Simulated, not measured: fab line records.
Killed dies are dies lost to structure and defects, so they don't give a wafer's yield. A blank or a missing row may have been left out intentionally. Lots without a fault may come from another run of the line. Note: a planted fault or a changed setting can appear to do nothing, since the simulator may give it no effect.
Matching of chambers / flow nand-harc / NHARC_P_M2_CMP_23 on cmp-01: 4 sister chambers
The step polishes, t overpolish 20 s, target thk 144.3 nm. 4 wafers are shown with their chamber, then 8 later ones without.

WAFERS PAIRED WITH THEIR CHAMBERS
wafer=L403.1; chamber=0; motor-current-A (A)=11.6
wafer=L404.1; chamber=1; motor-current-A (A)=12.8
wafer=L404.5; chamber=3; motor-current-A (A)=11.5
wafer=L405.2; chamber=2; motor-current-A (A)=10.5

WAFERS WITH NO CHAMBER GIVEN
wafer=L405.3; motor-current-A (A)=12.4
wafer=L405.6; motor-current-A (A)=12.1
wafer=L416.1; motor-current-A (A)=11.4
wafer=L416.3; motor-current-A (A)=12.1
wafer=L416.4; motor-current-A (A)=12.7
wafer=L418.1; motor-current-A (A)=13.0
wafer=L418.4; motor-current-A (A)=11.7
wafer=L418.5; motor-current-A (A)=12.7

CHAMBER TAKEN BY EACH
wafer=L405.3; from the rows above=can't be placed: 1 or 0 or 3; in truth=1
wafer=L405.6; from the rows above=can't be placed: 0 or 3 or 1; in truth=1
wafer=L416.1; from the rows above=can't be placed: 3 or 0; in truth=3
wafer=L416.3; from the rows above=can't be placed: 0 or 3 or 1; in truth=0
wafer=L416.4; from the rows above=1; in truth=1
wafer=L418.1; from the rows above=1; in truth=1
wafer=L418.4; from the rows above=can't be placed: 0 or 3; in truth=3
wafer=L418.5; from the rows above=1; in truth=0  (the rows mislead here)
Correctly placed: 2 of 8. Unplaceable from these rows: 5, with the true chamber sitting among the candidates in 5. Number placed wrongly: 1.
How it was worked out, from the rows above alone: a wafer's distance from a chamber is the root of the sum, over the readings, of the square of ((its reading less the chamber's mean) divided by the reading's scatter). The wafer belongs to the nearest chamber; if the next one is less than 2 further off, it can't be placed. Each chamber's mean is taken over the wafers shown for it. The scatter (one wafer shown for each chamber): square how far every hidden wafer sits from the nearest shown wafer, average those squares and take the square root.
